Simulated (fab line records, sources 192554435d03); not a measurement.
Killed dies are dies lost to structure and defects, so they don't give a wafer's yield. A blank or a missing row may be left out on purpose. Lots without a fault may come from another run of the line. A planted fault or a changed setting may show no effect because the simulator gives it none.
Chamber matching | flow n5_finfet | N5_STI_FIN_REVEAL_CMP_04 on cmp-02: 4 sister chambers
The step polishes, stops on Si3N4, t overpolish 4 s, target thk 131.83 nm. 18 wafers are shown with their chamber, then 9 later ones without.

WAFERS WITH THEIR CHAMBER
wafer  | chamber | motor_current_A (A) | time_to_endpoint_s (s) | overpolish_run_s (s)
L075.1 | 2       | 8.1                 | 102                    | 4.000
L075.4 | 3       | 7.4                 | 92                     | 3.994
L075.6 | 0       | 8.9                 | 98                     | 3.995
L078.2 | 2       | 7.9                 | 106                    | 4.013
L078.4 | 3       | 7.5                 | 90                     | 4.010
L078.5 | 2       | 7.5                 | 100                    | 4.005
L081.2 | 1       | 8.3                 | 93                     | 4.005
L081.3 | 0       | 9.3                 | 97                     | 3.984
L081.5 | 1       | 8.4                 | 92                     | 3.981
L083.1 | 3       | 7.5                 | 92                     | 4.012
L083.3 | 2       | 7.7                 | 107                    | 4.016
L083.4 | 1       | 8.1                 | 92                     | 3.999
L089.2 | 2       | 7.9                 | 101                    | 3.996
L089.4 | 1       | 8.6                 | 97                     | 3.992
L089.5 | 1       | 8.5                 | 99                     | 4.005
L091.1 | 3       | 7.4                 | 98                     | 3.993
L091.5 | 3       | 7.7                 | 102                    | 4.001
L091.6 | 2       | 7.6                 | 109                    | 4.001

SIGNATURES (means of the wafers above)
reading            | chamber 0 | chamber 1 | chamber 2 | chamber 3 | scatter within a chamber
motor_current_A    | 9.100     | 8.380     | 7.783     | 7.500     | 0.196
time_to_endpoint_s | 97.50     | 94.60     | 104.17    | 94.80     | 3.87
overpolish_run_s   | 3.98950   | 3.99640   | 4.00517   | 4.00200   | 0.00882
Rule: a wafer's distance from a chamber is the root of the sum, over the readings, of the square of ((its reading less the chamber's mean) divided by the reading's scatter). The wafer belongs to the nearest chamber; if the next one is less than 2 further off, it can't be placed. The scatter: the root of (the sum of the squares of (reading less its chamber's mean) over the shown wafers, divided by (wafers less chambers)).

WAFERS WITHOUT THEIR CHAMBER
wafer  | motor_current_A (A) | time_to_endpoint_s (s) | overpolish_run_s (s)
L093.2 | 8.2                 | 98                     | 4.012
L093.4 | 7.3                 | 90                     | 3.997
L093.6 | 9.3                 | 102                    | 4.007
L094.2 | 9.0                 | 98                     | 3.999
L094.3 | 9.2                 | 101                    | 4.010
L094.5 | 8.9                 | 102                    | 3.988
L095.1 | 7.2                 | 97                     | 3.996
L095.4 | 9.2                 | 98                     | 4.004
L095.6 | 8.8                 | 102                    | 4.013

WHICH CHAMBER EACH WENT THROUGH
wafer  | from the rows above          | in truth
L093.2 | can't be placed: 1 or 2 or 3 | 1
L093.4 | 3                            | 3
L093.6 | 0                            | 0
L094.2 | 0                            | 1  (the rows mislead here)
L094.3 | 0                            | 0
L094.5 | can't be placed: 0 or 1      | 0
L095.1 | can't be placed: 3 or 2      | 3
L095.4 | 0                            | 0
L095.6 | can't be placed: 0 or 1      | 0
Placed correctly: 4 of 9. Can't be placed from these rows: 4 (the true chamber is among the candidates in 4). Placed wrongly: 1.
